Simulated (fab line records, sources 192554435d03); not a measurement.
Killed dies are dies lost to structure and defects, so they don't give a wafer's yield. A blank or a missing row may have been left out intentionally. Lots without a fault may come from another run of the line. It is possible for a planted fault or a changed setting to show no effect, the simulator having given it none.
Split-lot trial	flow n5 finfet	39 wafers read across 7 lots, on a route 1938 steps long

THE SPLIT
At N5_FIN_SAQP_EXPOSE_13 (exposes mask FIN CORE, target cd 35.6 nm), the setting dose mj was moved away from the recipe's 63.25 on 9 of the 39 wafers read, by -7.2% to +5.8%. All remaining wafers had this setting at the recipe value.

FROM THE SPLIT TO THE READING: what the file shows between them, 2 steps
- N5_FIN_SAQP_PEB_14: peb time 60 s
- N5_FIN_SAQP_DEVELOP_15: develop time 30 s

THE READING
At N5_FIN_SAQP_CD_MEAS_16: cd nm in nanometres, against a target cd of 35.6 nm. Typical for fault-free wafers on this fab line: 35.53 nm, with standard deviation 0.28 nm.

wafer	tool, chamber at the split	dose mj as run	against the recipe	cd nm, nm	against lot-mates on the recipe
L077.1	arfi scanner-02, 0	63.25	recipe	35.90	-
L077.2	arfi scanner-02, 0	63.25	recipe	35.60	-
L077.3	arfi scanner-02, 0	63.25	recipe	35.56	-
L077.4	arfi scanner-02, 0	63.25	recipe	35.60	-
L077.5	arfi scanner-02, 0	63.25	recipe	35.55	-
L077.6	arfi scanner-02, 0	63.25	recipe	35.37	-
L078.1	arfi scanner-02, 0	61.13	-3.4%	36.25	+0.53
L078.2	arfi scanner-02, 0	61.13	-3.4%	36.84	+1.12
L078.3	arfi scanner-02, 0	63.25	recipe	35.35	-
L078.4	arfi scanner-02, 0	63.25	recipe	35.59	-
L078.5	arfi scanner-02, 0	63.25	recipe	36.21	-
L078.6	arfi scanner-02, 0	61.13	-3.4%	36.82	+1.10
L091.1	arfi scanner-01, 0	63.25	recipe	35.45	-
L091.2	arfi scanner-01, 0	63.25	recipe	35.24	-
L091.3	arfi scanner-01, 0	63.25	recipe	35.54	-
L091.4	arfi scanner-01, 0	63.25	recipe	35.60	-
L091.5	arfi scanner-01, 0	63.25	recipe	35.86	-
L091.6	arfi scanner-01, 0	63.25	recipe	35.55	-
L092.1	arfi scanner-02, 0	63.25	recipe	35.76	-
L092.2	arfi scanner-02, 0	63.25	recipe	35.14	-
L092.3	arfi scanner-02, 0	63.25	recipe	35.61	-
L092.4	arfi scanner-02, 0	63.25	recipe	35.15	-
L092.5	arfi scanner-02, 0	63.25	recipe	35.20	-
L092.6	arfi scanner-02, 0	63.25	recipe	35.13	-
L093.1	arfi scanner-03, 0	58.7	-7.2%	38.05	+2.24
L093.2	arfi scanner-03, 0	63.25	recipe	35.91	-
L093.3	arfi scanner-03, 0	58.7	-7.2%	37.93	+2.12
L093.4	arfi scanner-03, 0	58.7	-7.2%	37.73	+1.92
L093.5	arfi scanner-03, 0	63.25	recipe	36.00	-
L093.6	arfi scanner-03, 0	63.25	recipe	35.52	-
L094.1	arfi scanner-01, 0	63.25	recipe	35.47	-
L094.2	arfi scanner-01, 0	63.25	recipe	35.14	-
L094.5	arfi scanner-01, 0	63.25	recipe	35.57	-
L095.1	arfi scanner-03, 0	66.89	+5.8%	34.05	-1.59
L095.2	arfi scanner-03, 0	63.25	recipe	35.48	-
L095.3	arfi scanner-03, 0	63.25	recipe	35.47	-
L095.4	arfi scanner-03, 0	66.89	+5.8%	33.44	-2.20
L095.5	arfi scanner-03, 0	66.89	+5.8%	34.44	-1.20
L095.6	arfi scanner-03, 0	63.25	recipe	35.98	-

FIT RESULTS
A straight line over all 39 wafers: cd nm changes by -0.307 nm for each +1% of dose mj; r = -0.95; the points scatter about the line by 0.29 nm.
The same after taking each lot's own level away (the mean of its wafers on the recipe; 39 wafers): -0.289 nm for each +1%; r = -0.95; scatter 0.25 nm.
On that fit, the largest move of dose mj shifts the reading by 2.1 nm.
From 35.332 to 35.810 nm: that is the span of the lots' own levels, equal to 1.7 times the standard deviation above.
So the lot-to-lot level changes the slope little: the two slopes agree.
Check: +2.04 nm against its lot-mates is what the line predicts for one of the wafers moved furthest among these (-7.2%) when that wafer is left out of the fit. Against them it came out at +2.24 nm.

ADDITIONAL SPLITS CARRIED BY THESE WAFERS
Note: prior to the reading, these wafers also went through further splits. Each is held against what the fit with the lots' levels taken away leaves over:
other split on the same wafers	wafers away from the commonest value	r with cd nm (lot level and that fit taken away)
N5_FIN_SAQP_HM_DEP_72 target thk a	12	-0.14

THE FILE'S OWN FIT
cd nm changes by -0.289 nm for each +1% of dose mj, r = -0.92.
